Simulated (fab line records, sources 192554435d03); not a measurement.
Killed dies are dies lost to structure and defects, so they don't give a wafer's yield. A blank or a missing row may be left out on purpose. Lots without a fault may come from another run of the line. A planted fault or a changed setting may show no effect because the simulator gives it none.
Chamber matching | flow n5_finfet | N5_BEOL_M8_CURE_75 on uv_cure-03: 3 sister chambers
The step cures SiCOH lowk, time 120 s. 24 wafers are shown with their chamber, then 12 later ones without.

WAFERS WITH THEIR CHAMBER
wafer  | chamber | wafer_temp_C_max | lamp_power_pct (%)
L079.4 | 2       | 373.2            | 52.39
L079.5 | 2       | 372.6            | 52.26
L079.6 | 2       | 372.4            | 52.28
L081.1 | 1       | 371.4            | 52.17
L081.2 | 1       | 370.7            | 52.36
L081.6 | 1       | 371.4            | 52.38
L083.4 | 0       | 372.1            | 52.38
L083.5 | 0       | 371.7            | 52.27
L083.6 | 0       | 372.8            | 52.32
L082.1 | 2       | 373.5            | 52.34
L082.4 | 2       | 372.5            | 52.28
L082.6 | 2       | 372.3            | 52.38
L085.1 | 1       | 371.2            | 52.34
L085.4 | 1       | 371.5            | 52.35
L085.5 | 1       | 371.4            | 52.27
L086.2 | 2       | 371.8            | 52.31
L086.3 | 2       | 372.5            | 52.32
L086.6 | 2       | 371.9            | 52.32
L090.1 | 1       | 371.2            | 52.25
L090.4 | 1       | 371.0            | 52.29
L090.5 | 1       | 371.5            | 52.36
L093.1 | 1       | 371.6            | 52.39
L093.2 | 1       | 370.8            | 52.41
L093.3 | 1       | 371.6            | 52.33

SIGNATURES (means of the wafers above)
reading          | chamber 0 | chamber 1 | chamber 2 | scatter within a chamber
wafer_temp_C_max | 372.200   | 371.275   | 372.522   | 0.437
lamp_power_pct   | 52.3233   | 52.3250   | 52.3200   | 0.0592
Rule: a wafer's distance from a chamber is the root of the sum, over the readings, of the square of ((its reading less the chamber's mean) divided by the reading's scatter). The wafer belongs to the nearest chamber; if the next one is less than 2 further off, it can't be placed. The scatter: the root of (the sum of the squares of (reading less its chamber's mean) over the shown wafers, divided by (wafers less chambers)).

WAFERS WITHOUT THEIR CHAMBER
wafer  | wafer_temp_C_max | lamp_power_pct (%)
L094.1 | 372.8            | 52.35
L094.3 | 371.9            | 52.34
L094.6 | 371.9            | 52.31
L094.2 | 371.8            | 52.27
L094.4 | 372.3            | 52.41
L094.5 | 372.3            | 52.42
L092.1 | 372.3            | 52.34
L092.3 | 372.6            | 52.29
L092.5 | 372.8            | 52.26
L092.2 | 372.3            | 52.29
L092.4 | 372.6            | 52.39
L092.6 | 371.9            | 52.33

WHICH CHAMBER EACH WENT THROUGH
wafer  | from the rows above          | in truth
L094.1 | can't be placed: 2 or 0      | 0
L094.3 | can't be placed: 0 or 1 or 2 | 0
L094.6 | can't be placed: 0 or 2 or 1 | 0
L094.2 | can't be placed: 0 or 1 or 2 | 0
L094.4 | can't be placed: 0 or 2 or 1 | 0
L094.5 | can't be placed: 0 or 2 or 1 | 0
L092.1 | can't be placed: 0 or 2 or 1 | 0
L092.3 | can't be placed: 2 or 0      | 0
L092.5 | can't be placed: 2 or 0      | 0
L092.2 | can't be placed: 0 or 2 or 1 | 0
L092.4 | can't be placed: 2 or 0      | 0
L092.6 | can't be placed: 0 or 1 or 2 | 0
Placed correctly: 0 of 12. Can't be placed from these rows: 12 (the true chamber is among the candidates in 12). Placed wrongly: 0.
